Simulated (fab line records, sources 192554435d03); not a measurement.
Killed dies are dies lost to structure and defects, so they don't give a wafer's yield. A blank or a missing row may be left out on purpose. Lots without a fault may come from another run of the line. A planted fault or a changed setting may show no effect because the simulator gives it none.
One fault seen from 2 desks | flow n5_finfet | each desk has only its own numbers; what lay behind them comes last

THE METROLOGY DESK
What the gauges read, lot by lot, whatever tool the lot ran on: means of the sampled wafers that have a number. A lot is out of limits, marked OUT, if its mean lies more than 4 standard deviations from the usual mean; the brackets give that distance. Of its 11 readings 7 are shown: those that lie furthest out on some lot.
Columns: A = DIBL_N at N5_BEOL_M4_RC_MEAS_101, usual 36.0 mV/V; B = IOFF_N at N5_BEOL_M4_RC_MEAS_101, usual 0.156 nA/um; C = IOFF_P at N5_BEOL_M4_RC_MEAS_101, usual 0.21 nA/um; D = ION_P at N5_BEOL_M4_RC_MEAS_101, usual 463 uA/um; E = VT_N at N5_BEOL_M4_RC_MEAS_101, usual 250 mV; F = VT_P at N5_BEOL_M4_RC_MEAS_101, usual -250 mV; G = cd_nm at N5_BEOL_M7_CD_MEAS_18, usual 40.4 nm
lot  | first seen here | A    | B     | C    | D   | E   | F    | G
L295 | day 7 21:32     | 34.0 | 0.132 | 0.18 | 463 | 253 | -251 | 41.1
L297 | day 8 01:18     | 36.4 | 0.169 | 0.18 | 456 | 249 | -255 | 39.5
L300 | day 8 22:27     | 36.0 | 0.141 | 0.20 | 461 | 252 | -250 | 41.6
L305 | day 10 11:10    | 33.9 | 0.137 | 0.21 | 463 | 252 | -248 | 40.4
L312 | day 12 10:28    | 37.5 | 0.160 | 0.22 | 465 | 250 | -248 | 40.7
L313 | day 12 11:52    | 33.1 | 0.115 | 0.15 | 449 | 253 | -257 | 39.3
L314 | day 13 01:37    | 34.5 | 0.121 | 0.18 | 462 | 254 | -252 | 40.0
L316 | day 13 08:37    | 34.3 | 0.139 | 0.20 | 468 | 250 | -247 | 40.5
L318 | day 14 00:35    | 36.4 | 0.172 | 0.22 | 465 | 247 | -251 | 40.3
This desk's finding: nothing out of limits on any of the 9 lots.

THE TOOL OWNER'S DESK: rie_diel-04
The tool's own readings at N5_BEOL_M7_VIA_ETCH_34 (etches SiCOH lowk in C4F6/O2, target depth 125.5 nm, time 50.5 s): means of the sampled wafers that have a number, for each lot that ran on this tool. A lot is out of limits, marked OUT, if its mean lies more than 4 standard deviations from the usual mean; the brackets give that distance.
Columns: A = C4F6_flow_sccm at N5_BEOL_M7_VIA_ETCH_34, usual 9.997 sccm; B = drypump_motor_current_A at N5_BEOL_M7_VIA_ETCH_34, usual 5.9 A; C = oes_product_au at N5_BEOL_M7_VIA_ETCH_34, usual 0.83 a.u.; D = rf_vpp_V at N5_BEOL_M7_VIA_ETCH_34, usual 659 V; E = run_length_s at N5_BEOL_M7_VIA_ETCH_34, usual 74.0 s; F = showerhead_plenum_p_Torr at N5_BEOL_M7_VIA_ETCH_34, usual 2.87 Torr; G = throttle_valve_pct at N5_BEOL_M7_VIA_ETCH_34, usual 20.82 %
lot  | first seen here | A      | B   | C    | D   | E               | F    | G
L297 | day 9 00:37     | 10.018 | 5.6 | 0.77 | 661 | 74.2            | 2.97 | 20.81
L295 | day 9 01:10     | 9.993  | 5.5 | 0.76 | 660 | 74.1            | 2.97 | 20.77
L305 | day 11 17:17    | 9.992  | 5.5 | 0.90 | 653 | 74.3            | 2.98 | 20.66
L312 | day 13 09:45    | 9.989  | 5.4 | 0.89 | 656 | 69.3 (-13) OUT  | 2.96 | 20.54
L313 | day 13 11:57    | 10.006 | 5.5 | 0.92 | 659 | 70.8 (-9.1) OUT | 2.95 | 20.55
L314 | day 14 06:03    | 9.991  | 5.7 | 0.96 | 666 | 69.1 (-14) OUT  | 2.93 | 20.59
This desk's finding: out of limits on L312, L313, L314; first on L312, day 13 09:45 (run_length_s at N5_BEOL_M7_VIA_ETCH_34). In limits: L297, L295, L305.

PUT TOGETHER
The tool owner's desk could have raised an alarm at day 13 09:45, on L312, L313, L314.
The metrology desk saw nothing out of limits.
The metrology desk has L312, L313, L314 on record, within its limits.
Of the lots named, all ran N5_BEOL_M7_VIA_ETCH_34 on rie_diel-04.

WHAT THE SIMULATOR HAD PUT IN
Process parameter drift: rie_diel-04, from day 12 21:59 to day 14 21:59, at N5_BEOL_M7_VIA_ETCH_34. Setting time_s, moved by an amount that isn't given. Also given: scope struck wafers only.
Lots struck among those shown: L312, L313, L314.
Hours from the fault's start to each desk's first reading out of limits: the tool owner's desk, 12.
